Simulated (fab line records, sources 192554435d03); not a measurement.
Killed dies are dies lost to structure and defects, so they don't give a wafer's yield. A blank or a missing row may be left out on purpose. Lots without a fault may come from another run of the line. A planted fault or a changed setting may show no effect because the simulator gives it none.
Which tool did it? | flow n5_finfet | 24 lots, 72 wafers sampled, at 5 steps of a route of 1938

WHAT THE GAUGES READ, wafer by wafer
N5_BEOL_M5_INSPECT_13: inspects for defects (brightfield).
lot  | measured     | on                | raw_defect_count
L074 | day 7 21:06  | defect_inspect-02 | 479 502 455
L075 | day 8 02:48  | defect_inspect-01 | 499 536 511
L076 | day 8 17:33  | defect_inspect-02 | 550 610 599
L077 | day 8 18:40  | defect_inspect-02 | 594 515 508
L078 | day 8 20:04  | defect_inspect-01 | 455 503 463
L079 | day 8 21:46  | defect_inspect-01 | 471 507 550
L080 | day 9 02:15  | defect_inspect-02 | 356 319 432
L081 | day 9 17:46  | defect_inspect-01 | 328 389 331
L082 | day 10 03:31 | defect_inspect-01 | 311 627 318
L083 | day 10 09:17 | defect_inspect-02 | 505 416 400
L084 | day 10 12:26 | defect_inspect-02 | 504 654 494
L085 | day 10 12:32 | defect_inspect-01 | 622 485 443
L086 | day 11 05:56 | defect_inspect-01 | 398 290 316
L088 | day 11 06:08 | defect_inspect-01 | 531 500 409
L087 | day 11 09:53 | defect_inspect-01 | 582 629 671
L089 | day 11 22:50 | defect_inspect-02 | 633 514 521
L090 | day 12 06:17 | defect_inspect-01 | 460 456 557
L091 | day 12 07:20 | defect_inspect-02 | 413 514 246
L092 | day 12 13:04 | defect_inspect-01 | 347 339 330
L093 | day 12 19:32 | defect_inspect-02 | 403 375 435
L094 | day 12 23:14 | defect_inspect-01 | 412 673 469
L095 | day 13 06:37 | defect_inspect-02 | 506 408 526
L096 | day 13 15:11 | defect_inspect-02 | 706 604 565
L097 | day 13 15:29 | defect_inspect-01 | 541 477 590

N5_BEOL_M5_OCD_MEAS_38.
lot  | measured     | on     | trench_depth_nm (nm)
L074 | day 7 23:50  | ocd-01 | 69.6 71.3 71.6
L075 | day 8 04:28  | ocd-02 | 74.0 71.1 70.7
L076 | day 8 19:26  | ocd-01 | 73.2 70.6 71.2
L077 | day 8 20:07  | ocd-01 | 74.7 71.5 74.2
L078 | day 8 22:02  | ocd-02 | 68.1 67.7 73.3
L079 | day 9 01:11  | ocd-02 | 72.6 69.9 71.0
L080 | day 9 05:02  | ocd-02 | 72.8 70.6 71.4
L081 | day 9 22:59  | ocd-02 | 69.9 67.0 70.2
L082 | day 10 04:57 | ocd-02 | 71.4 68.0 70.6
L083 | day 10 12:00 | ocd-01 | 71.6 72.0 70.2
L084 | day 10 14:38 | ocd-01 | 74.1 73.4 74.4
L085 | day 10 14:49 | ocd-02 | 69.7 71.7 67.9
L086 | day 11 07:30 | ocd-01 | 73.6 70.8 73.2
L088 | day 11 08:00 | ocd-01 | 74.1 73.0 72.8
L087 | day 11 13:42 | ocd-02 | 72.4 71.0 68.8
L089 | day 12 00:16 | ocd-02 | 71.2 70.5 69.4
L090 | day 12 10:10 | ocd-02 | 72.9 70.2 73.3
L091 | day 12 12:01 | ocd-02 | 69.7 71.3 71.3
L092 | day 12 16:03 | ocd-02 | 70.1 71.9 72.0
L093 | day 12 22:39 | ocd-01 | 70.6 68.0 72.1
L094 | day 13 02:25 | ocd-01 | 72.2 70.3 72.5
L095 | day 13 10:12 | ocd-02 | 72.3 71.2 72.8
L096 | day 13 16:47 | ocd-02 | 72.2 72.5 72.6
L097 | day 13 19:14 | ocd-02 | 67.4 67.3 70.4

N5_BEOL_M6_CD_MEAS_11: target cd 38.5 nm.
lot  | measured     | on        | cd_nm (nm)
L074 | day 8 08:49  | cd_sem-01 | 39.1 38.2 38.1
L075 | day 8 16:54  | cd_sem-01 | 38.7 39.0 39.2
L076 | day 9 04:31  | cd_sem-02 | 38.9 38.8 37.7
L077 | day 9 05:12  | cd_sem-01 | 38.1 37.8 38.3
L078 | day 9 07:44  | cd_sem-01 | 39.8 39.5 38.9
L079 | day 9 09:57  | cd_sem-03 | 37.8 39.3 38.1
L080 | day 9 14:29  | cd_sem-01 | 37.3 38.0 37.1
L081 | day 10 08:54 | cd_sem-03 | 38.9 38.8 37.8
L082 | day 10 15:36 | cd_sem-01 | 38.9 38.6 38.0
L083 | day 11 05:30 | cd_sem-02 | 37.9 38.4 39.3
L084 | day 10 22:56 | cd_sem-03 | 38.4 39.7 39.8
L085 | day 11 02:21 | cd_sem-02 | 38.6 38.2 37.6
L086 | day 11 18:30 | cd_sem-02 | 39.1 38.9 37.8
L088 | day 11 18:07 | cd_sem-02 | 38.3 39.1 38.6
L087 | day 11 22:46 | cd_sem-02 | 38.6 38.7 38.4
L089 | day 12 09:25 | cd_sem-03 | 37.9 38.2 39.3
L090 | day 12 19:26 | cd_sem-03 | 38.6 39.5 39.5
L091 | day 12 23:22 | cd_sem-03 | 37.3 38.2 38.7
L092 | day 13 03:04 | cd_sem-02 | 38.4 38.2 38.1
L093 | day 13 10:43 | cd_sem-01 | 39.2 38.5 39.1
L094 | day 13 11:28 | cd_sem-01 | 38.9 38.7 38.3
L095 | day 13 19:56 | cd_sem-03 | 38.8 38.9 39.3
L096 | day 14 03:43 | cd_sem-01 | 37.7 37.6 38.6
L097 | day 14 04:14 | cd_sem-02 | 36.9 38.2 38.1

WHICH TOOL RAN EACH LOT (tool, then ch and the chambers of the sampled wafers, then the start)
lot  | N5_BEOL_M5_DESCUM_33               | N5_BEOL_M5_SPUTTER_81
L074 | rie_diel-01 ch 1,3, day 7 23:25    | pvd_sputter-03, day 8 02:42
L075 | rie_diel-01 ch 0,1,2, day 8 04:03  | pvd_sputter-03, day 8 08:02
L076 | rie_diel-01 ch 0,2,3, day 8 19:01  | pvd_sputter-02, day 8 21:36
L077 | rie_diel-04 ch 0,3, day 8 19:42    | pvd_sputter-03, day 8 22:21
L078 | rie_diel-05 ch 0,3, day 8 21:37    | pvd_sputter-01, day 9 00:40
L079 | rie_diel-05 ch 0,1,2, day 9 00:46  | pvd_sputter-03, day 9 03:55
L080 | rie_diel-05 ch 0,1,2, day 9 04:37  | pvd_sputter-02, day 9 07:45
L081 | rie_diel-05 ch 1,2,3, day 9 22:34  | pvd_sputter-01, day 10 01:54
L082 | rie_diel-05 ch 1,2,3, day 10 04:32 | pvd_sputter-03, day 10 09:01
L083 | rie_diel-04 ch 0,1,2, day 10 11:35 | pvd_sputter-03, day 10 14:25
L084 | rie_diel-04 ch 2,3, day 10 14:13   | pvd_sputter-02, day 10 17:04
L085 | rie_diel-05 ch 0,1,3, day 10 14:23 | pvd_sputter-01, day 10 17:44
L086 | rie_diel-04 ch 0,2,3, day 11 07:05 | pvd_sputter-01, day 11 10:19
L088 | rie_diel-04 ch 1,2,3, day 11 07:35 | pvd_sputter-02, day 11 10:43
L087 | rie_diel-05 ch 0,1,3, day 11 13:17 | pvd_sputter-02, day 11 16:42
L089 | rie_diel-01 ch 0,1,2, day 11 23:51 | pvd_sputter-01, day 12 02:38
L090 | rie_diel-04 ch 0,2, day 12 09:45   | pvd_sputter-03, day 12 12:47
L091 | rie_diel-01 ch 0,1,3, day 12 11:36 | pvd_sputter-01, day 12 16:13
L092 | rie_diel-01 ch 0,1,3, day 12 15:38 | pvd_sputter-03, day 12 20:37
L093 | rie_diel-05 ch 2,3, day 12 22:14   | pvd_sputter-03, day 13 01:36
L094 | rie_diel-01 ch 1,2,3, day 13 02:00 | pvd_sputter-01, day 13 05:02
L095 | rie_diel-01 ch 0,2, day 13 09:47   | pvd_sputter-02, day 13 13:12
L096 | rie_diel-04 ch 1,2, day 13 16:22   | pvd_sputter-03, day 13 20:38
L097 | rie_diel-05 ch 2,3, day 13 18:48   | pvd_sputter-01, day 13 21:54
- N5_BEOL_M5_DESCUM_33: chemistry O2, time 7 s.
- N5_BEOL_M5_SPUTTER_81: material Cu, target thk 15 nm, time 27.62 s.

WHAT THE TOOLS THEMSELVES READ (means of the sampled wafers that have a number; where no wafer has one, the mark that the record gives instead)
N5_BEOL_M5_DESCUM_33.
lot  | tool        | chamber_pressure_mTorr (mTorr) | drypump_motor_current_A (A) | oes_product_au (a.u.) | rf_vpp_V (V) | showerhead_plenum_p_Torr (Torr) | throttle_valve_pct (%)
L074 | rie_diel-01 | 20.002                         | 6.0                         | 0.93                  | 242.6        | 2.11                            | 20.19
L075 | rie_diel-01 | 20.004                         | 5.7                         | 0.81                  | 243.5        | 2.12                            | 20.58
L076 | rie_diel-01 | 19.990                         | 5.9                         | 0.83                  | 243.2        | 2.06                            | 20.43
L077 | rie_diel-04 | 20.005                         | 5.9                         | 0.80                  | 244.1        | 2.14                            | 20.19
L078 | rie_diel-05 | 20.021                         | 5.5                         | 0.84                  | 244.0        | 2.14                            | 19.91
L079 | rie_diel-05 | 20.008                         | 5.4                         | 0.84                  | 243.4        | 2.14                            | 20.22
L080 | rie_diel-05 | 19.998                         | 5.4                         | 0.82                  | 244.2        | 2.14                            | 20.20
L081 | rie_diel-05 | 19.974                         | 5.7                         | 0.88                  | 243.6        | 2.13                            | 20.01
L082 | rie_diel-05 | 20.026                         | 5.7                         | 0.88                  | 243.8        | 2.12                            | 19.99
L083 | rie_diel-04 | 19.985                         | 5.5                         | 0.81                  | 244.5        | 2.14                            | 20.31
L084 | rie_diel-04 | 20.001                         | 6.1                         | 0.85                  | 243.3        | 2.13                            | 20.26
L085 | rie_diel-05 | 20.000                         | 5.5                         | 0.80                  | 243.4        | 2.14                            | 20.12
L086 | rie_diel-04 | 20.000                         | 5.8                         | 0.82                  | 243.9        | 2.13                            | 20.33
L088 | rie_diel-04 | 20.006                         | 5.7                         | 0.81                  | 244.1        | 2.14                            | 20.26
L087 | rie_diel-05 | 19.997                         | 5.5                         | 0.80                  | 244.5        | 2.13                            | 20.13
L089 | rie_diel-01 | 19.997                         | 5.7                         | 0.87                  | 243.6        | 2.11                            | 20.47
L090 | rie_diel-04 | 20.000                         | 5.8                         | 0.85                  | 244.5        | 2.14                            | 20.46
L091 | rie_diel-01 | 19.994                         | 5.9                         | 0.87                  | 242.6        | 2.10                            | 20.23
L092 | rie_diel-01 | 20.020                         | 5.9                         | 0.86                  | 242.9        | 2.10                            | 20.23
L093 | rie_diel-05 | 19.996                         | 5.7                         | 0.86                  | 244.1        | 2.11                            | 19.96
L094 | rie_diel-01 | 20.000                         | 5.9                         | 0.84                  | 243.5        | 2.11                            | 20.47
L095 | rie_diel-01 | 19.994                         | 5.7                         | 0.86                  | 243.6        | 2.06                            | 20.59
L096 | rie_diel-04 | 19.998                         | 5.6                         | 0.84                  | 243.4        | 2.13                            | 20.39
L097 | rie_diel-05 | 20.016                         | 5.7                         | 0.84                  | 244.7        | 2.12                            | 19.85

N5_BEOL_M5_SPUTTER_81.
lot  | tool           | throttle_valve_pct (%)
L074 | pvd_sputter-03 | 31.0
L075 | pvd_sputter-03 | 30.0
L076 | pvd_sputter-02 | 29.4
L077 | pvd_sputter-03 | 29.7
L078 | pvd_sputter-01 | 29.4
L079 | pvd_sputter-03 | 30.7
L080 | pvd_sputter-02 | 29.9
L081 | pvd_sputter-01 | 29.4
L082 | pvd_sputter-03 | 30.4
L083 | pvd_sputter-03 | 30.0
L084 | pvd_sputter-02 | 29.9
L085 | pvd_sputter-01 | 29.2
L086 | pvd_sputter-01 | 29.5
L088 | pvd_sputter-02 | 29.6
L087 | pvd_sputter-02 | 29.3
L089 | pvd_sputter-01 | 29.7
L090 | pvd_sputter-03 | 30.9
L091 | pvd_sputter-01 | 29.2
L092 | pvd_sputter-03 | 30.4
L093 | pvd_sputter-03 | 30.3
L094 | pvd_sputter-01 | 29.0
L095 | pvd_sputter-02 | 29.5
L096 | pvd_sputter-03 | 30.6
L097 | pvd_sputter-01 | 29.1

THE ANSWER, worked out from the rows above alone
Rule: what is usual is taken from the lots themselves. Put in order of their means at a reading, lots are off if they are a third of the lots or fewer, leave a main group of 4 or more, and stand apart from it by a gap of 3 or more times the standard deviation of the main group's means; of several such gaps the widest counts. A main group whose means are all the same, to the digits that the tables above print for the reading, isn't used. A lot without any number at a reading at which 4 lots or more have one is off too. The other lots that the step has rows for count as sound. The gauges are gone through in route order, then the tools' own readings, and for those a lot's mean is taken as printed above. The first step at which some lot is off is used, and at that step the reading that is off furthest; a lot without a number counts as furthest.
No lot is off at any reading shown: from this, nothing can be told.

WHAT THE SIMULATOR HAD PUT IN
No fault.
